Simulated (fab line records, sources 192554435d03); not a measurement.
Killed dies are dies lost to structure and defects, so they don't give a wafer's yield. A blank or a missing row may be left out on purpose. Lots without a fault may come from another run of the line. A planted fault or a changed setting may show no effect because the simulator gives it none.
fab line records | flow n5_finfet
record lots=12 wafers=32 last_day=19
route steps=1938 shown BEOL_M7@1331 BEOL_M8@1359
lots that met no fault: from a run of the same line without faults
start_h: hours from the record's first day to the start of the lot's first wafer shown | wait_h: hours since the lot's step before | " the same as in the row above | L1.1+2: a row that stands for several wafers | - no value, or no start given | * or withheld: withheld | < > ~ a bound
route shown NAME@n: a module of which the file shows steps, and the number in the route of the first | usual: mean/standard deviation of fault-free wafers | same: alike in all rows | chamber/n: place in a boat | sites: the reading at each site | _std_site: their standard deviation | _edge_site: outer sites' mean less inner sites' | radius_mm: how far each site lies from the wafer's centre | mask NAME#n: copy n | behind: the tool/chamber that last shaped the wafer | hold: why the lot was held/for how many hours/how that ended | device: the transistor (n, p or np) that didn't switch | end of line: the same wafers' tests at the end of the route | a step without rows: its recipe alone | killed: dies lost to structure and defects at the first sort, not the wafer's yield | map: a wafer's dies, x killed, . not, _ none there
set.NAME: the setting as run; set.NAME@STEP: as run at that earlier step | model.NAME: the simulator's own value behind a step, which no gauge read
steps of the route over a sample of lots; a table a step, a row a wafer
services: from which hour (start_h, from the record's first day; less than 0 if before it) a tool's chamber was out of use, for how many hours, and why
## steps
# step N5_BEOL_M7_INSPECT_58
# recipe inspect_instrument=darkfield mode=post_dep
# usual raw_defect_count=75/26
# columns lot.wafer tool chamber start_h wait_h raw_defect_count
L549.2 defect_inspect-01 - 206.57 0.0 87
L549.3 " - " " 115
L549.5 " - " " 82
L550.3 defect_inspect-01 - 212.82 0.0 58
L550.4 " - " " 53
L552.1 defect_inspect-02 - 259.35 0.0 88
L552.5 " - " " 101
L556.1 defect_inspect-02 - 277.91 0.0 42
L556.2 " - " " 51
L556.4 " - " " 39
L555.1 defect_inspect-01 - 281.33 0.0 135
L555.3 " - " " 138
L555.4 " - " " 94
L557.1 defect_inspect-01 - 290.68 0.0 40
L557.2 " - " " 63
L557.5 " - " " 44
L559.2 defect_inspect-01 - 301.98 0.0 76
L559.4 " - " " 79
L559.6 " - " " 78
L568.1 defect_inspect-02 - 346.40 0.0 53
L568.3 " - " " 66
L569.1 defect_inspect-02 - 356.98 0.0 63
L569.2 " - " " 70
L569.5 " - " " 109
L570.1 defect_inspect-01 - 364.30 0.0 60
L570.5 " - " " 126
L570.6 " - " " 59
L571.3 defect_inspect-02 - 377.25 0.0 69
L571.5 " - " " 53
L571.6 " - " " 55
L572.1 defect_inspect-01 - 381.79 0.0 88
L572.4 " - " " 95
# step N5_BEOL_M8_COAT_22
# recipe resist=CAR-EUV spin_rpm=1500 resist_thk_nm=30
# usual spin_speed_rpm=1500.0/0.98
# columns lot.wafer tool chamber start_h wait_h spin_speed_rpm
L549.2 litho_track-04 0 212.12 - 1498.7
L549.3 " 0 " " 1499.7
L549.5 " 0 " " 1499.3
L550.3 litho_track-03 0 215.41 - 1500.7
L550.4 " 0 " " 1498.9
L552.1 litho_track-03 0 266.03 - 1500.5
L552.5 " 0 " " 1500.0
L556.1 litho_track-03 0 283.95 - 1501.6
L556.2 " 0 " " 1500.0
L556.4 " 0 " " 1499.4
L555.1 litho_track-04 0 287.50 - 1497.7
L555.3 " 0 " " 1499.0
L555.4 " 0 " " 1501.7
L557.1 litho_track-03 0 297.15 - 1416.0
L557.2 " 0 " " 1418.6
L557.5 " 0 " " 1417.0
L559.2 litho_track-03 0 305.92 - 1416.5
L559.4 " 0 " " 1415.7
L559.6 " 0 " " 1416.7
L568.1 litho_track-04 0 350.48 - 1500.2
L568.3 " 0 " " 1499.8
L569.1 litho_track-03 0 362.82 - 1499.1
L569.2 " 0 " " 1501.0
L569.5 " 0 " " 1498.7
L570.1 litho_track-02 0 368.50 - 1501.1
L570.5 " 0 " " 1500.9
L570.6 " 0 " " 1499.8
L571.3 litho_track-03 0 379.95 - 1501.2
L571.5 " 0 " " 1499.6
L571.6 " 0 " " 1499.6
L572.1 litho_track-02 0 385.24 - 1499.3
L572.4 " 0 " " 1500.3
# step N5_BEOL_M8_OVL_MEAS_29
# recipe points_per_wafer=522
# usual V7_OVL=0.1/0.75
# columns lot.wafer tool chamber start_h wait_h V7_OVL[nm]
L549.2 overlay-02 0 212.55 0.0 1.2
L549.3 " 0 " " 2.2
L549.5 " 0 " " 2.0
L550.3 overlay-02 0 215.71 0.0 -0.4
L550.4 " 0 " " -0.8
L552.1 overlay-01 0 266.35 0.0 -0.9
L552.5 " 0 " " -1.0
L556.1 overlay-02 0 284.41 0.0 -0.2
L556.2 " 0 " " -0.3
L556.4 " 0 " " -0.5
L555.1 overlay-02 0 287.79 0.0 0.7
L555.3 " 0 " " 1.1
L555.4 " 0 " " 0.5
L557.1 overlay-01 0 297.44 0.0 0.0
L557.2 " 0 " " -1.0
L557.5 " 0 " " 0.4
L559.2 overlay-02 0 306.34 0.0 0.2
L559.4 " 0 " " 1.3
L559.6 " 0 " " 0.5
L568.1 overlay-01 0 350.77 0.0 -1.1
L568.3 " 0 " " 0.2
L569.1 overlay-02 0 363.24 0.0 0.7
L569.2 " 0 " " -0.9
L569.5 " 0 " " 0.3
L570.1 overlay-01 0 368.92 0.0 1.3
L570.5 " 0 " " -0.1
L570.6 " 0 " " 0.6
L571.3 overlay-02 0 380.25 0.0 0.7
L571.5 " 0 " " 0.4
L571.6 " 0 " " 0.6
L572.1 overlay-01 0 385.53 0.0 0.4
L572.4 " 0 " " -1.0
# step N5_BEOL_M8_ETCH_72
# recipe chemistry=N2/H2 target=underlayer target_depth_a=65 mask_material=CAR-EUV time_s=5.2 ion_energy_ev=200 pressure_mtorr=30 source_w=840 bias_w=150 n2_flow_sccm=200 h2_flow_sccm=200 ends=cleared
# usual drypump_motor_current_A=5.5/0.47 etch_rf_on_time_s=5.16/0.16 h2_flow_sccm=200.0/0.54 oes_product_au=0.69/0.07 rf_vpp_V=524.4/2.9 showerhead_plenum_p_Torr=2.56/0.094 throttle_valve_pct=17.78/0.21
# columns lot.wafer tool chamber start_h wait_h drypump_motor_current_A etch_rf_on_time_s h2_flow_sccm oes_product_au rf_hours_counter_h rf_vpp_V showerhead_plenum_p_Torr throttle_valve_pct
L549.2 rie_diel-03 0 213.07 0.0 5.0 5.05 199.6 0.73 52 522.9 2.56 17.57
L549.3 " 2 " " 5.2 4.98 198.7 0.62 194 521.1 2.41 17.95
L549.5 " 0 " " 5.0 5.00 199.9 0.72 - 527.3 2.56 17.55
L550.3 rie_diel-02 1 215.83 0.0 5.5 5.26 199.5 0.85 0 522.1 2.52 17.94
L550.4 " 3 " " 5.7 5.20 200.0 0.78 22 524.8 2.46 17.34
L552.1 rie_diel-03 3 266.54 0.0 4.8 5.18 199.9 0.74 38 529.3 2.70 17.66
L552.5 " 2 " " 5.2 5.00 199.8 0.60 - 518.9 2.40 17.96
L556.1 rie_diel-04 0 284.90 0.0 5.8 5.30 200.5 0.58 245 526.5 2.63 18.05
L556.2 " 1 " " 5.7 5.05 200.9 0.63 213 524.2 2.53 18.08
L556.4 " 2 " " 6.2 5.22 199.7 0.73 34 528.3 2.69 17.64
L555.1 rie_diel-03 2 287.92 0.0 5.2 5.01 199.9 0.60 221 519.2 2.40 18.02
L555.3 " 1 " " 5.8 5.49 199.2 0.80 2 523.2 2.50 17.41
L555.4 " 3 " " 4.8 5.16 200.2 0.72 46 529.3 2.69 17.64
L557.1 rie_diel-03 2 297.84 0.0 5.3 4.99 200.5 0.60 224 519.1 2.39 18.01
L557.2 " 0 " " 5.0 4.99 199.7 0.70 82 525.9 2.54 17.63
L557.5 " 2 " " 5.3 4.97 199.7 0.61 - 521.5 2.39 18.01
L559.2 rie_diel-03 0 306.47 0.0 5.0 5.01 199.8 0.69 86 524.0 2.54 17.64
L559.4 " 2 " " 5.3 5.08 199.3 0.59 227 520.1 2.39 18.04
L559.6 " 2 " " 5.2 5.04 199.5 0.60 - 519.7 2.39 18.02
L568.1 rie_diel-02 2 350.91 0.0 5.2 5.16 200.4 0.61 187 526.6 2.61 17.70
L568.3 " 1 " " 5.5 5.16 199.4 0.74 48 523.2 2.50 18.03
L569.1 rie_diel-03 0 363.39 0.0 5.0 4.98 199.1 0.67 103 522.3 2.54 17.65
L569.2 " 3 " " 4.8 5.17 199.7 0.70 70 528.5 2.68 17.70
L569.5 " 0 " " 5.0 5.04 199.1 0.67 - 523.6 2.54 17.64
L570.1 rie_diel-02 2 369.53 0.0 5.2 5.18 200.1 0.61 195 526.8 2.61 17.72
L570.5 " 0 " " 6.3 5.14 200.2 0.64 - 524.6 2.51 17.93
L570.6 " 3 " " 5.7 5.12 199.5 0.72 - 521.3 2.44 17.39
L571.3 rie_diel-03 1 380.42 0.0 5.8 5.44 199.7 0.73 31 523.8 2.48 17.48
L571.5 " 3 " " 4.8 5.18 200.2 0.70 - 527.7 2.68 17.72
L571.6 " 1 " " 5.8 5.39 200.4 0.74 - 519.5 2.48 17.47
L572.1 rie_diel-04 0 385.94 0.0 5.8 4.86 200.2 0.80 23 525.7 2.62 17.63
L572.4 " 3 " " 6.0 5.33 200.5 0.69 - 523.3 2.59 17.97
## services
# columns tool chamber start_h hours kind
rie_diel-02 1 191.74 - clean
rie_diel-02 1 191.74 - consumable_replace:focus_ring
rie_diel-02 1 191.74 22.8 scheduled_down
rie_diel-02 1 191.74 22.8 vent_cycle
rie_diel-03 0 201.11 2.7 repair
rie_diel-04 2 244.17 16.4 repair
rie_diel-03 1 263.46 - clean
rie_diel-03 1 263.46 - consumable_replace:focus_ring
litho_track-02 - 284.43 - consumable_replace:filter
rie_diel-02 1 286.15 11.8 repair
rie_diel-04 0 302.78 - clean
rie_diel-04 0 302.78 - consumable_replace:focus_ring
rie_diel-04 0 302.78 21.6 scheduled_down
rie_diel-04 0 302.78 21.6 vent_cycle
rie_diel-02 3 333.88 28.2 repair
rie_diel-03 1 359.08 5.1 repair
rie_diel-03 2 376.64 - clean
rie_diel-03 2 376.64 - consumable_replace:focus_ring
rie_diel-03 2 376.64 - consumable_replace:showerhead
rie_diel-03 2 376.64 19.1 scheduled_down
rie_diel-03 2 376.64 19.1 vent_cycle
rie_diel-04 1 382.68 - clean
rie_diel-04 1 382.68 - consumable_replace:focus_ring
rie_diel-04 1 382.68 23.1 scheduled_down
## key
first_sign step=N5_BEOL_M8_COAT_22 reading=spin_speed_rpm direction=down sigmas=85 usual=* struck=*
effect none on later readings
met_at N5_BEOL_M8_COAT_22
struck_lots L557,L559
baseline_loss step=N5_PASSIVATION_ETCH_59 wafers=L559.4
not_acting_at N5_BEOL_M7_INSPECT_58,N5_BEOL_M8_OVL_MEAS_29,N5_BEOL_M8_ETCH_72
onset_between 283.95 297.15
fault kind=process_parameter_drift tool=litho_track-03 chamber=- onset_h=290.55 steps=N5_BEOL_M8_COAT_22 channel=spin_rpm offset=* shape=step end_h=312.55 acts_in=* stated=*
# baseline_loss: these wafers lose ten dies or more at that step, a loss of the line's own and not of a fault; the sort's usual values leave them out
